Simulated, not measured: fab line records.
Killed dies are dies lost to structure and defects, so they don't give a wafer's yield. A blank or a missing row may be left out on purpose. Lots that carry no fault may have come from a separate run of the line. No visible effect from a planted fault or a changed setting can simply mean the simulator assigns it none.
Matching of chambers ; flow n5-finfet ; 3 sister chambers for N5_BEOL_M0_PRE_CLEAN_131 on cvd-co-01
The step time 15 s. 3 wafers are shown with their chamber, then 7 later ones without.

WAFERS PAIRED WITH THEIR CHAMBERS
wafer;chamber;heater-power-w (W)
L355.2;0;81
L356.1;1;96
L356.3;2;71

WAFERS WHOSE CHAMBER IS MISSING
wafer;heater-power-w (W)
L356.5;85
L359.1;95
L359.5;94
L359.6;83
L360.1;93
L360.2;85
L360.4;86

WHICH CHAMBER EACH WENT THROUGH
wafer;from the rows above;in truth
L356.5;0;0
L359.1;1;1
L359.5;1;1
L359.6;0;0
L360.1;1;1
L360.2;0;0
L360.4;can't be placed: 0 or 1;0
Correctly placed: 6 of 7. Cannot be placed on the basis of these rows: 1; the candidates contain the true chamber in 1. Placed wrongly: 0.
How it was worked out, from the rows above alone: a wafer's distance from a chamber is the root of the sum, over the readings, of the square of ((its reading less the chamber's mean) divided by the reading's scatter). The wafer belongs to the nearest chamber; if the next one is less than 2 further off, it can't be placed. The mean given for a chamber averages the wafers shown for that chamber. The scatter: root of mean squared gap, hidden wafer to nearest shown wafer, with one shown wafer a chamber.
